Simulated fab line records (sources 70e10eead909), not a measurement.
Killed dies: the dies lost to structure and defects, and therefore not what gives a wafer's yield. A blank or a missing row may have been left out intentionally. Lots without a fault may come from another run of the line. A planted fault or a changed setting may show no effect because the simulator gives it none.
fab line records	flow nand-harc
[record] lots = 13	wafers = 39	last-day = 33
route steps=1302 shown THIN_TSV@1267 END@1302
lots untouched by any fault: they come from a run of this same line in which no faults occurred
start-h: hours from the record's first day to the start of the lot's first wafer shown	wait-h: hours elapsed since this lot's preceding step	" identical to the entry in the row above	L1.1+2: a row that stands for several wafers	- no value, or no start given	* or withheld: withheld	< > ~ a bound
route shown NAME@n: a module of which the file shows steps, and the number in the route of the first	usual: mean/standard deviation taken from wafers without a fault	same: alike in all rows	chamber/n: place in a boat	sites: the reading at each site	_std_site: the values' standard deviation	_edge_site: mean of outer sites minus mean of inner sites	radius-mm: for every site, how far away it sits from the centre of the wafer	mask NAME#n: copy n	behind: tool/chamber where the wafer was last shaped	hold: why the lot was held/for how many hours/how that ended	device: which transistor (n, p or np) failed to switch	end of line: tests of these same wafers at the route's end	a step without rows: its recipe alone	killed: not the wafer's yield, but the dies lost to structure and defects at the first sort	map: shows each die of a wafer: x if killed, . if not, _ if none is there
set.NAME: the run value of the setting; set.NAME@STEP: its run value at that earlier step	model.NAME: the simulator's own value behind a step, which no gauge read
the route's steps for a sample of lots (tables are steps, rows are wafers)
services: when a tool's chamber went out of use (start-h, in hours from the record's first day, below 0 if earlier), for how many hours, and the reason
[[steps]]
[step NHARC_THIN_TSV_DEP_47]
[recipe] target-thk-a = 2000	temp-c = withheld	pressure-torr = 6.5	rf-w = 900	teos-flow-sccm = 161.4	flow-sccm = 2650	target-thk-nm = 200	gas = O2	material = SiO2
[usual] flow-sccm = 2652/8.4	throttle-valve-pct = 15.8/0.44
lot.wafer	tool	chamber	start-h	wait-h	flow-sccm	throttle-valve-pct
L569.3	pecvd-04	1	558.56	-	2643	16.2
L569.5	"	1	"	"	2640	16.0
L569.6	"	0	"	"	2647	16.6
L568.1	pecvd-04	0	559.64	-	2647	16.7
L568.2	"	1	"	"	2655	16.3
L568.5	"	0	"	"	2652	16.3
L571.2	pecvd-04	0	574.15	-	2633	16.1
L571.3	"	1	"	"	2648	15.9
L571.6	"	0	"	"	2643	16.2
L573.3	pecvd-04	2	611.54	-	2655	15.5
L573.4	"	2	"	"	2653	15.3
L573.5	"	1	"	"	2650	16.3
L574.3	pecvd-02	0	617.32	-	2661	15.1
L574.6	"	1	"	"	2681	15.2
L574.5	"	2	"	"	2657	15.1
L577.1	pecvd-01	0	646.03	-	2638	15.8
L577.5	"	0	"	"	2633	15.9
L577.6	"	1	"	"	2643	16.5
L575.1	pecvd-02	2	647.28	-	2650	15.2
L575.3	"	0	"	"	2659	15.1
L575.4	"	2	"	"	2657	15.1
L578.3	pecvd-02	2	650.54	-	2661	15.3
L578.1	"	0	"	"	2643	15.1
L578.6	"	0	"	"	2647	14.8
L579.1	pecvd-02	0	651.64	-	2647	15.1
L579.3	"	1	"	"	2634	15.6
L579.5	"	2	"	"	2647	15.3
L582.1	pecvd-02	1	689.85	-	2657	15.5
L582.4	"	2	"	"	2650	15.1
L582.5	"	0	"	"	2647	14.9
L581.3	pecvd-01	0	699.33	-	2648	15.5
L581.2	"	1	"	"	2655	16.3
L581.1	"	2	"	"	2657	15.8
L588.1	pecvd-02	2	749.98	-	2641	15.4
L588.3	"	0	"	"	2635	15.3
L588.4	"	1	"	"	2645	15.6
L591.1	pecvd-04	0	785.87	-	2653	16.2
L591.2	"	2	"	"	2663	15.8
L591.5	"	0	"	"	2657	16.3
[step NHARC_THIN_TSV_PVD_19]
[recipe] target-thk-a = 200	chamber-pressure-pa = 5	material = TaN
[usual] throttle-valve-pct = 29.7/0.92
lot.wafer	tool	chamber	start-h	wait-h	throttle-valve-pct
L569.3	pvd-sputter-03	-	-	-	30.2
L569.5	"	-	"	"	28.5
L569.6	"	-	"	"	29.7
L568.1	pvd-sputter-03	-	-	-	29.6
L568.2	"	-	"	"	28.8
L568.5	"	-	"	"	29.1
L571.3	pvd-sputter-01	-	-	-	29.0
L571.2	"	-	"	"	28.2
L571.6	"	-	"	"	31.0
L573.3	pvd-sputter-03	-	-	-	28.8
L573.4	"	-	"	"	29.7
L573.5	"	-	"	"	28.7
L574.3	pvd-sputter-02	-	-	-	30.5
L574.5	"	-	"	"	29.6
L574.6	"	-	"	"	28.7
L577.1	pvd-sputter-03	-	-	-	29.5
L577.6	"	-	"	"	28.8
L577.5	"	-	"	"	29.5
L575.3	pvd-sputter-02	-	-	-	29.5
L575.4	"	-	"	"	29.6
L575.1	"	-	"	"	30.7
L578.1	pvd-sputter-01	-	-	-	29.1
L578.3	"	-	"	"	31.0
L578.6	"	-	"	"	29.2
L579.3	pvd-sputter-02	-	-	-	29.8
L579.1	"	-	"	"	30.8
L579.5	"	-	"	"	30.0
L582.4	pvd-sputter-02	-	-	-	31.2
L582.1	"	-	"	"	30.2
L582.5	"	-	"	"	31.0
L581.3	pvd-sputter-03	-	-	-	28.7
L581.2	"	-	"	"	29.3
L581.1	"	-	"	"	30.5
L588.3	pvd-sputter-03	-	-	-	29.1
L588.1	"	-	"	"	29.3
L588.4	"	-	"	"	28.4
L591.2	pvd-sputter-01	-	-	-	28.9
L591.1	"	-	"	"	30.0
L591.5	"	-	"	"	31.2
[step NHARC_THIN_TSV_CMP_21]
[recipe] t-overpolish-s = 30	target-thk-nm = 2000
[usual] motor-current-A = 11.8/1.3	overpolish-run-s = 30.001/0.0093
lot.wafer	tool	chamber	start-h	wait-h	motor-current-A	overpolish-run-s
L569.3	cmp-03	2	561.07	-	11.6	30.002
L569.5	"	0	"	"	12.5	29.999
L569.6	"	1	"	"	11.2	30.032
L568.1	cmp-01	0	562.14	-	8.9	29.999
L568.2	"	1	"	"	11.6	29.998
L568.5	"	0	"	"	9.3	29.996
L571.3	cmp-02	3	576.61	-	10.4	29.996
L571.2	"	2	"	"	12.1	29.996
L571.6	"	0	"	"	12.3	30.000
L573.4	cmp-03	0	614.00	-	13.0	30.012
L573.3	"	2	"	"	11.8	29.997
L573.5	"	0	"	"	12.8	29.995
L574.3	cmp-03	0	619.76	-	11.9	29.995
L574.5	"	2	"	"	11.6	30.012
L574.6	"	3	"	"	15.2	30.015
L577.1	cmp-02	1	648.72	-	11.4	30.009
L577.6	"	2	"	"	11.7	29.996
L577.5	"	3	"	"	11.7	30.006
L575.4	cmp-01	3	649.70	-	11.4	30.006
L575.1	"	0	"	"	9.6	30.010
L575.3	"	1	"	"	11.7	29.979
L578.1	cmp-01	1	652.99	-	11.6	30.006
L578.3	"	2	"	"	10.9	30.016
L578.6	"	2	"	"	11.0	29.991
L579.3	cmp-02	2	654.04	-	12.2	29.995
L579.1	"	3	"	"	11.6	29.992
L579.5	"	3	"	"	11.5	29.989
L582.4	cmp-02	0	692.39	-	13.0	30.000
L582.1	"	2	"	"	11.8	30.007
L582.5	"	1	"	"	12.0	29.996
L581.2	cmp-03	3	701.93	-	15.5	29.994
L581.3	"	0	"	"	12.7	29.991
L581.1	"	2	"	"	11.7	30.004
L588.1	cmp-01	2	752.38	-	10.6	30.018
L588.3	"	0	"	"	9.1	29.997
L588.4	"	1	"	"	11.7	29.982
L591.1	cmp-02	0	788.84	-	12.7	30.008
L591.2	"	2	"	"	12.3	29.990
L591.5	"	0	"	"	12.8	30.006
[step NHARC_THIN_TSV_ETCH_36]
[recipe] target-depth-a = 650	over-etch-frac = 0.3	time-s = 18.571	ion-energy-ev = 150	chemistry = Cl2/BCl3
[usual] drypump-motor-current-A = 5.9/0.36	oes-product-au = 1.000/0.011	run-length-s = 40.0/0.4
lot.wafer	tool	chamber	start-h	wait-h	drypump-motor-current-A	oes-product-au	rf-hours-counter-h	run-length-s
L569.3	rie-metal-03	0	563.18	0.2	5.9	0.985	-	40.2
L569.6	"	1	"	"	5.8	0.985	-	39.4
L569.5	"	0	"	"	5.9	0.987	-	40.3
L568.2	rie-metal-01	0	564.27	0.2	6.6	1.000	3.0	39.2
L568.1	"	1	"	"	6.1	0.998	3.0	40.1
L568.5	"	0	"	"	6.6	0.991	-	39.6
L571.2	rie-metal-02	0	578.76	0.2	6.0	1.014	2.6	40.3
L571.3	"	0	"	"	5.9	1.009	-	40.3
L571.6	"	1	"	"	5.4	1.000	-	40.7
L573.4	rie-metal-01	0	616.03	0.2	6.6	0.997	-	39.3
L573.3	"	1	"	"	6.1	0.988	-	40.2
L573.5	"	1	"	"	6.1	0.995	-	40.5
L574.3	rie-metal-03	0	621.87	0.2	5.9	0.988	-	39.8
L574.5	"	0	"	"	5.9	1.001	-	39.9
L574.6	"	1	"	"	5.8	0.985	-	40.0
L577.1	rie-metal-01	1	650.79	0.2	6.1	0.987	1.2	40.0
L577.5	"	1	"	"	6.1	1.002	-	40.2
L577.6	"	0	"	"	6.6	0.987	-	39.7
L575.1	rie-metal-03	1	651.89	0.2	5.8	0.983	2.3	39.9
L575.4	"	0	"	"	5.9	1.002	-	39.9
L575.3	"	1	"	"	5.8	0.994	-	39.5
L578.1	rie-metal-02	0	655.13	0.2	5.9	1.016	0.2	40.4
L578.3	"	1	"	"	5.4	1.011	-	39.9
L578.6	"	0	"	"	5.9	1.013	-	40.6
L579.1	rie-metal-01	0	656.18	0.2	6.6	0.978	1.4	39.2
L579.3	"	0	"	"	6.6	0.982	-	39.2
L579.5	"	1	"	"	6.1	0.999	-	40.1
L582.1	rie-metal-02	0	694.40	0.2	5.9	0.999	0.9	40.1
L582.4	"	0	"	"	6.0	1.009	-	40.5
L582.5	"	1	"	"	5.4	1.019	-	40.9
L581.2	rie-metal-02	1	704.06	0.2	5.4	1.004	1.5	40.0
L581.1	"	0	"	"	5.9	1.013	1.5	40.4
L581.3	"	1	"	"	5.4	1.005	-	40.3
L588.1	rie-metal-03	1	754.54	0.2	5.8	0.998	0.7	34.7
L588.4	"	0	"	"	5.9	1.003	-	40.3
L588.3	"	1	"	"	5.8	1.006	-	34.7
L591.2	rie-metal-02	0	791.01	0.2	5.9	1.005	3.0	40.1
L591.1	"	1	"	"	5.4	1.003	3.0	40.1
L591.5	"	0	"	"	5.9	1.015	-	40.3
[step NHARC_END_SORT_01]
[recipe] temp-c = 25
[usual] defect-limited-yield = 91.2/2.6	killed-at-array = 55/17	killed-at-other = 1.1/1.6	killed-at-periphery = 3.8/2.5	killed-dies = 60/18	killed-open = 3.3/1.9	killed-short = 2.5/1.7
[same] gross-dies = 677
lot.wafer	tool	chamber	start-h	wait-h	defect-limited-yield[%]	killed-at-array	killed-at-other	killed-at-periphery	killed-dies	killed-open	killed-short
L569.3	prober-01	0	573.99	3.1	88.6	67	0	10	77	7	1
L569.5	prober-01	0	575.59	3.7	87.7	74	1	8	83	5	3
L569.6	prober-01	0	576.39	4.0	90.1	61	0	6	67	4	3
L568.1	prober-01	0	580.15	2.5	87.3	80	0	6	86	3	2
L568.2	prober-01	0	580.95	2.8	90.5	53	0	11	64	1	2
L568.5	prober-01	0	583.35	3.7	92.2	49	0	4	53	5	1
L571.2	prober-02	0	589.30	2.8	91.3	55	0	4	59	0	3
L571.3	prober-02	0	590.11	3.1	87.7	75	2	6	83	3	2
L571.6	prober-02	0	592.53	4.0	90.8	56	1	5	62	3	1
L573.3	prober-02	0	626.07	3.1	89.4	70	1	1	72	6	5
L573.4	prober-02	0	626.87	3.4	90.4	59	3	3	65	3	3
L573.5	prober-02	0	627.68	3.7	89.7	65	1	4	70	3	4
L574.3	prober-01	0	633.81	3.1	91.0	60	0	1	61	6	1
L574.5	prober-01	0	635.39	3.7	91.3	56	0	3	59	5	2
L574.6	prober-01	0	636.19	4.0	90.1	65	0	2	67	3	1
L575.1	prober-01	0	659.74	2.5	86.1	92	0	2	94	2	0
L575.3	prober-01	0	661.37	3.1	86.4	82	3	7	92	3	1
L575.4	prober-01	0	662.19	3.4	88.2	77	0	3	80	5	3
L577.1	prober-02	0	659.79	2.5	96.0	18	6	3	27	5	2
L577.5	prober-02	0	662.92	3.6	95.6	19	7	4	30	3	1
L577.6	prober-02	0	663.70	3.9	96.6	15	4	4	23	3	1
L579.1	prober-02	0	667.51	2.5	88.2	71	2	7	80	1	2
L579.3	prober-02	0	669.11	3.1	90.3	58	3	5	66	4	5
L579.5	prober-02	0	670.71	3.7	89.8	65	4	0	69	4	2
L578.1	prober-01	0	667.65	2.5	89.8	61	1	7	69	7	5
L578.3	prober-01	0	669.27	3.1	93.8	36	1	5	42	2	3
L578.6	prober-01	0	671.70	4.0	91.6	46	3	8	57	4	2
L582.1	prober-01	0	703.56	2.5	90.7	57	1	5	63	4	5
L582.4	prober-01	0	705.92	3.4	91.3	54	1	4	59	6	0
L582.5	prober-01	0	706.70	3.6	92.5	48	1	2	51	0	3
L581.1	prober-02	0	715.54	2.5	89.4	68	1	3	72	1	3
L581.2	prober-02	0	716.34	2.8	89.5	65	0	6	71	1	5
L581.3	prober-02	0	717.14	3.1	90.8	58	0	4	62	0	2
L588.1	prober-02	0	764.96	2.5	95.4	26	1	4	31	7	1
L588.3	prober-02	0	766.55	3.1	93.8	39	2	1	42	4	2
L588.4	prober-02	0	767.35	3.4	96.0	22	0	5	27	1	3
L591.1	prober-02	0	800.46	2.5	88.9	72	0	3	75	3	4
L591.2	prober-02	0	801.26	2.8	89.7	65	0	5	70	4	1
L591.5	prober-02	0	803.66	3.7	90.7	62	0	1	63	1	3
// killed by level:class
L569.3 A_CHANNEL_HOLE_D1:chamber-film-flake=34 A_SLIT:chamber-film-flake=11 A_CHANNEL_HOLE_D2:chamber-film-flake=7 P_GATE:chamber-film-flake=3 P_CONTACT:chamber-film-flake=3 A_STAIRCASE:chamber-film-flake=3 A_WL_FILL:chamber-film-flake=3 A_ONON_D2:geometric-particle:open=2
L569.5 A_CHANNEL_HOLE_D1:chamber-film-flake=34 A_SLIT:chamber-film-flake=15 A_CHANNEL_HOLE_D2:chamber-film-flake=7 A_STAIRCASE:chamber-film-flake=6 A_CONTACT:chamber-film-flake=5 P_CONTACT:chamber-film-flake=4 P_CONTACT:geometric-particle:short=1 P_M0:geometric-particle:open=1
L569.6 A_SLIT:chamber-film-flake=23 A_CHANNEL_HOLE_D1:chamber-film-flake=19 A_CONTACT:chamber-film-flake=5 A_CHANNEL_HOLE_D2:chamber-film-flake=4 P_CONTACT:chamber-film-flake=3 A_ONON_D1:geometric-particle:short=2 A_STAIRCASE:chamber-film-flake=2 P_M0:geometric-particle:short=1
L568.1 A_CHANNEL_HOLE_D2:chamber-film-flake=35 A_SLIT:chamber-film-flake=26 A_STAIRCASE:chamber-film-flake=4 P_GATE:chamber-film-flake=3 A_CHANNEL_HOLE_D1:chamber-film-flake=3 A_CONTACT:chamber-film-flake=3 P_BONDPAD:chamber-film-flake=2 A_CONTACT:unspecified=2
L568.2 A_SLIT:chamber-film-flake=21 A_CHANNEL_HOLE_D2:chamber-film-flake=20 P_BONDPAD:chamber-film-flake=4 P_STI:chamber-film-flake=3 P_GATE:chamber-film-flake=3 A_CHANNEL_FILL_D1:chamber-film-flake=3 A_STAIRCASE:chamber-film-flake=3 A_CONTACT:chamber-film-flake=3
L568.5 A_CHANNEL_HOLE_D2:chamber-film-flake=22 A_SLIT:chamber-film-flake=11 A_CHANNEL_FILL_D1:chamber-film-flake=4 A_M0:geometric-particle:open=3 P_STI:chamber-film-flake=2 A_STAIRCASE:chamber-film-flake=2 A_CONTACT:chamber-film-flake=2 P_M0:geometric-particle:open=1
L571.2 A_CHANNEL_HOLE_D1:chamber-film-flake=33 A_SLIT:chamber-film-flake=12 A_CHANNEL_HOLE_D2:chamber-film-flake=4 P_M0:chamber-film-flake=3 A_STAIRCASE:chamber-film-flake=2 P_M0:geometric-particle:short=1 A_CHANNEL_FILL_D1:geometric-particle:short=1 A_ONON_D2:geometric-particle:short=1
L571.3 A_CHANNEL_HOLE_D1:chamber-film-flake=35 A_SLIT:chamber-film-flake=22 A_CHANNEL_HOLE_D2:chamber-film-flake=8 A_STAIRCASE:chamber-film-flake=3 A_CONTACT:chamber-film-flake=3 P_STI:chamber-film-flake=2 P_BONDPAD:chamber-film-flake=2 P_M1:geometric-particle:open=1
L571.6 A_CHANNEL_HOLE_D1:chamber-film-flake=31 A_SLIT:chamber-film-flake=17 P_M0:chamber-film-flake=3 A_CONTACT:chamber-film-flake=3 P_CONTACT:geometric-particle:open=1 A_ONON_D1:geometric-particle:open=1 A_WL_FILL:geometric-particle:short=1 A_BLC:geometric-particle:open=1
L573.3 A_CHANNEL_HOLE_D1:chamber-film-flake=34 A_SLIT:chamber-film-flake=16 A_CHANNEL_HOLE_D2:chamber-film-flake=4 A_ONON_D2:geometric-particle:open=3 A_WL_FILL:geometric-particle:short=2 A_ZERO_WELL:chamber-film-flake=2 P_CONTACT:geometric-particle:open=1 A_SOURCE_PLATE:geometric-particle:short=1
L573.4 A_CHANNEL_HOLE_D1:chamber-film-flake=22 A_SLIT:chamber-film-flake=21 A_CHANNEL_HOLE_D2:chamber-film-flake=5 P_ZERO_WELL:chamber-film-flake=3 A_ZERO_WELL:chamber-film-flake=2 A_STAIRCASE:chamber-film-flake=2 THIN_TSV:chamber-film-flake=2 A_ONON_D1:geometric-particle:short=1
L573.5 A_CHANNEL_HOLE_D1:chamber-film-flake=28 A_SLIT:chamber-film-flake=22 A_CHANNEL_HOLE_D2:chamber-film-flake=3 A_BLC:chamber-film-flake=3 P_ZERO_WELL:chamber-film-flake=2 A_CONTACT:chamber-film-flake=2 P_GATE:geometric-particle:short=1 P_M1:geometric-particle:open=1
L574.3 A_CHANNEL_HOLE_D2:chamber-film-flake=29 A_SLIT:chamber-film-flake=12 A_M1:chamber-film-flake=4 A_ZERO_WELL:chamber-film-flake=3 A_STAIRCASE:chamber-film-flake=3 P_M1:geometric-particle:open=1 A_SOURCE_PLATE:geometric-particle:open=1 A_ONON_D1:geometric-particle:open=1
L574.5 A_CHANNEL_HOLE_D2:chamber-film-flake=28 A_SLIT:chamber-film-flake=15 A_CHANNEL_HOLE_D1:chamber-film-flake=5 P_CONTACT:geometric-particle:open=1 A_ONON_D1:geometric-particle:short=1 A_ONON_D1:geometric-particle:open=1 A_CHANNEL_HOLE_D1:geometric-particle:open=1 A_CHANNEL_FILL_D2:geometric-particle:open=1
L574.6 A_CHANNEL_HOLE_D2:chamber-film-flake=29 A_SLIT:chamber-film-flake=28 A_CHANNEL_HOLE_D1:chamber-film-flake=2 A_DECK1_JOINT:chamber-film-flake=2 P_CONTACT:geometric-particle:open=1 A_ONON_D1:geometric-particle:short=1 A_CHANNEL_FILL_D1:geometric-particle:open=1 A_ONON_D2:geometric-particle:open=1
L575.1 A_CHANNEL_HOLE_D1:chamber-film-flake=36 A_SLIT:chamber-film-flake=34 A_STAIRCASE:chamber-film-flake=9 A_CHANNEL_HOLE_D2:chamber-film-flake=8 A_CONTACT:chamber-film-flake=3 P_GATE:chamber-film-flake=2 A_STAIRCASE:geometric-particle:open=1 A_CONTACT:geometric-particle:open=1
L577.1 A_CHANNEL_HOLE_D1:chamber-film-flake=6 THIN_TSV:chamber-film-flake=5 A_CONTACT:chamber-film-flake=4 A_WL_FILL:geometric-particle:short=2 P_ZERO_WELL:chamber-film-flake=2 P_GATE:geometric-particle:open=1 A_ONON_D2:geometric-particle:open=1 A_CONTACT:geometric-particle:open=1
L575.3 A_CHANNEL_HOLE_D1:chamber-film-flake=34 A_SLIT:chamber-film-flake=24 A_CHANNEL_HOLE_D2:chamber-film-flake=10 A_CONTACT:chamber-film-flake=7 A_STAIRCASE:chamber-film-flake=5 THIN_TSV:chamber-film-flake=3 P_ZERO_WELL:chamber-film-flake=2 P_GATE:chamber-film-flake=2
L575.4 A_CHANNEL_HOLE_D1:chamber-film-flake=42 A_SLIT:chamber-film-flake=12 A_CHANNEL_HOLE_D2:chamber-film-flake=9 A_STAIRCASE:chamber-film-flake=3 A_CONTACT:chamber-film-flake=3 P_M0:geometric-particle:short=1 P_M1:geometric-particle:open=1 A_SOURCE_PLATE:geometric-particle:open=1
L577.5 A_CHANNEL_HOLE_D1:chamber-film-flake=8 THIN_TSV:chamber-film-flake=7 A_CONTACT:chamber-film-flake=3 P_ZERO_WELL:chamber-film-flake=2 A_SLIT:chamber-film-flake=2 P_M2:geometric-particle:open=1 A_ONON_D1:geometric-particle:open=1 A_ONON_D2:geometric-particle:open=1
L577.6 A_CHANNEL_HOLE_D1:chamber-film-flake=8 THIN_TSV:chamber-film-flake=4 A_CONTACT:chamber-film-flake=3 P_GATE:geometric-particle:short=1 P_GATE:geometric-particle:open=1 A_ONON_D1:geometric-particle:open=1 A_BLC:geometric-particle:open=1 P_ZERO_WELL:chamber-film-flake=1
L579.1 A_SLIT:chamber-film-flake=33 A_CHANNEL_HOLE_D1:chamber-film-flake=32 A_DECK1_JOINT:chamber-film-flake=2 P_ZERO_WELL:chamber-film-flake=2 THIN_TSV:chamber-film-flake=2 P_M0:geometric-particle:short=1 P_M1:geometric-particle:open=1 A_STAIRCASE:geometric-particle:short=1
L578.1 A_SLIT:chamber-film-flake=23 A_CHANNEL_HOLE_D2:chamber-film-flake=18 A_CONTACT:chamber-film-flake=4 P_M0:geometric-particle:short=2 A_ONON_D2:geometric-particle:open=2 A_M0:geometric-particle:open=2 P_M1:chamber-film-flake=2 A_CHANNEL_HOLE_D1:chamber-film-flake=2
L579.3 A_CHANNEL_HOLE_D1:chamber-film-flake=29 A_SLIT:chamber-film-flake=20 THIN_TSV:chamber-film-flake=3 P_BONDPAD:chamber-film-flake=2 P_GATE:geometric-particle:open=1 P_M0:geometric-particle:short=1 P_M0:geometric-particle:open=1 A_SOURCE_PLATE:geometric-particle:short=1
L578.3 A_SLIT:chamber-film-flake=16 A_CONTACT:chamber-film-flake=6 A_CHANNEL_HOLE_D2:chamber-film-flake=4 P_GATE:chamber-film-flake=3 A_CHANNEL_HOLE_D1:chamber-film-flake=3 A_WL_FILL:geometric-particle:short=2 A_STAIRCASE:chamber-film-flake=2 P_M0:geometric-particle:short=1
L579.5 A_SLIT:chamber-film-flake=28 A_CHANNEL_HOLE_D1:chamber-film-flake=24 THIN_TSV:chamber-film-flake=4 A_STAIRCASE:chamber-film-flake=3 A_DECK1_JOINT:geometric-particle:open=2 A_M0:geometric-particle:short=2 A_M1:geometric-particle:open=1 A_BONDPAD:geometric-particle:open=1
L578.6 A_SLIT:chamber-film-flake=28 A_CHANNEL_HOLE_D2:chamber-film-flake=8 P_GATE:chamber-film-flake=5 A_CONTACT:chamber-film-flake=3 P_M1:chamber-film-flake=2 A_DECK1_JOINT:chamber-film-flake=2 THIN_TSV:chamber-film-flake=2 P_M0:geometric-particle:open=1
L582.1 A_SLIT:chamber-film-flake=28 A_CHANNEL_FILL_D2:chamber-film-flake=5 A_CONTACT:chamber-film-flake=4 A_CHANNEL_HOLE_D1:chamber-film-flake=4 A_CHANNEL_FILL_D2:geometric-particle:open=2 A_CHANNEL_FILL_D2:geometric-particle:short=2 P_M2:chamber-film-flake=2 A_ZERO_WELL:chamber-film-flake=2
L582.4 A_SLIT:chamber-film-flake=35 A_CONTACT:chamber-film-flake=5 A_CHANNEL_HOLE_D1:chamber-film-flake=4 A_STAIRCASE:chamber-film-flake=3 P_M0:geometric-particle:open=2 A_WL_FILL:chamber-film-flake=2 P_CONTACT:geometric-particle:open=1 A_SOURCE_PLATE:geometric-particle:open=1
L582.5 A_SLIT:chamber-film-flake=30 A_CHANNEL_HOLE_D1:chamber-film-flake=5 A_CHANNEL_FILL_D2:chamber-film-flake=3 P_M2:chamber-film-flake=2 A_DECK1_JOINT:chamber-film-flake=2 A_DECK1_JOINT:geometric-particle:short=1 A_CHANNEL_FILL_D2:geometric-particle:short=1 A_WL_FILL:geometric-particle:short=1
L581.1 A_CHANNEL_HOLE_D1:chamber-film-flake=31 A_CHANNEL_HOLE_D2:chamber-film-flake=19 A_CONTACT:chamber-film-flake=6 A_STAIRCASE:chamber-film-flake=4 P_STI:chamber-film-flake=3 A_SLIT:chamber-film-flake=3 A_CHANNEL_FILL_D1:geometric-particle:open=1 A_CHANNEL_FILL_D1:geometric-particle:short=1
L581.2 A_CHANNEL_HOLE_D1:chamber-film-flake=32 A_CHANNEL_HOLE_D2:chamber-film-flake=12 A_CONTACT:chamber-film-flake=8 A_SLIT:chamber-film-flake=5 P_STI:chamber-film-flake=3 A_DECK1_JOINT:chamber-film-flake=3 P_M0:geometric-particle:open=1 A_DECK1_JOINT:geometric-particle:short=1
L581.3 A_CHANNEL_HOLE_D1:chamber-film-flake=25 A_CHANNEL_HOLE_D2:chamber-film-flake=23 A_STAIRCASE:chamber-film-flake=4 P_M2:chamber-film-flake=2 A_CONTACT:chamber-film-flake=2 P_M0:geometric-particle:short=1 A_CHANNEL_FILL_D1:geometric-particle:short=1 P_GATE:chamber-film-flake=1
L588.1 A_CHANNEL_HOLE_D1:chamber-film-flake=6 A_SLIT:chamber-film-flake=5 A_CONTACT:chamber-film-flake=4 P_CONTACT:chamber-film-flake=3 A_M0:chamber-film-flake=3 A_CHANNEL_HOLE_D2:geometric-particle:open=2 A_M0:geometric-particle:open=2 A_DECK1_JOINT:geometric-particle:open=1
L588.3 A_CHANNEL_HOLE_D1:chamber-film-flake=19 A_SLIT:chamber-film-flake=9 A_CONTACT:chamber-film-flake=3 THIN_TSV:chamber-film-flake=2 A_ONON_D1:geometric-particle:open=1 A_CHANNEL_FILL_D1:geometric-particle:open=1 A_ONON_D2:geometric-particle:open=1 A_CHANNEL_FILL_D2:geometric-particle:short=1
L588.4 A_CHANNEL_HOLE_D1:chamber-film-flake=10 P_CONTACT:chamber-film-flake=5 A_CONTACT:chamber-film-flake=3 A_CHANNEL_HOLE_D2:geometric-particle:short=2 A_SLIT:chamber-film-flake=2 A_SOURCE_PLATE:geometric-particle:open=1 A_SGD_CUT:geometric-particle:short=1 A_CHANNEL_HOLE_D2:chamber-film-flake=1
L591.1 A_CHANNEL_HOLE_D2:chamber-film-flake=36 A_CHANNEL_HOLE_D1:chamber-film-flake=11 A_CONTACT:chamber-film-flake=9 A_BLC:chamber-film-flake=6 P_ZERO_WELL:chamber-film-flake=3 A_DECK1_JOINT:geometric-particle:short=2 A_CHANNEL_HOLE_D1:geometric-particle:open=1 A_CHANNEL_FILL_D1:geometric-particle:open=1
L591.2 A_CHANNEL_HOLE_D1:chamber-film-flake=20 A_CHANNEL_HOLE_D2:chamber-film-flake=20 A_SLIT:chamber-film-flake=9 A_CONTACT:chamber-film-flake=4 A_ZERO_WELL:chamber-film-flake=3 A_BLC:chamber-film-flake=3 P_M0:geometric-particle:open=2 A_CHANNEL_FILL_D2:chamber-film-flake=2
L591.5 A_CHANNEL_HOLE_D2:chamber-film-flake=28 A_CHANNEL_HOLE_D1:chamber-film-flake=10 A_SLIT:chamber-film-flake=10 A_CONTACT:chamber-film-flake=5 A_BLC:chamber-film-flake=4 P_M2:geometric-particle:open=1 A_CHANNEL_HOLE_D1:geometric-particle:short=1 A_CHANNEL_HOLE_D2:geometric-particle:short=1
[[services]]
tool	chamber	start-h	hours	kind
cmp-01	-	547.87	1.2	repair
cmp-03	-	554.33	4.0	pm
rie-metal-01	-	554.46	1.6	repair
pecvd-04	1	560.85	5.8	repair
pecvd-02	-	589.03	13.0	pm
pecvd-02	-	606.00	1.2	repair
cmp-02	-	612.66	14.0	repair
pecvd-04	-	631.00	13.0	pm
rie-metal-02	-	631.00	9.0	pm
cmp-02	-	652.32	1.5	repair
cmp-02	-	654.74	9.5	repair
cmp-02	-	672.26	2.2	repair
pecvd-04	-	685.33	1.9	repair
cmp-02	-	701.84	1.1	repair
pecvd-02	2	704.59	16.7	repair
pvd-sputter-03	-	706.59	10.0	pm
pvd-sputter-03	-	717.21	0.5	repair
cmp-02	-	724.64	4.0	pm
cmp-02	-	737.54	2.3	repair
pecvd-04	-	767.89	0.7	repair
pvd-sputter-03	-	768.60	1.1	repair
pecvd-02	-	770.13	13.0	pm
rie-metal-02	1	774.58	1.9	repair
pvd-sputter-03	-	785.12	5.0	repair
[[key]]
[first-sign] step = NHARC_THIN_TSV_ETCH_36	reading = run-length-s	direction = down	sigmas = 13	usual = *	struck = *
effect none on later readings
met-at NHARC_THIN_TSV_ETCH_36
struck-lots L588
struck-wafers L588.1,L588.3
not-acting-at NHARC_THIN_TSV_DEP_47,NHARC_THIN_TSV_PVD_19,NHARC_THIN_TSV_CMP_21
onset-between 651.89 754.54
[fault] kind = process-parameter-drift	tool = rie-metal-03	chamber = 1	onset-h = 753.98	steps = NHARC_THIN_TSV_ETCH_36	channel = time-s	offset = *	shape = step	end-h = 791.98	acts-in = *	stated = *
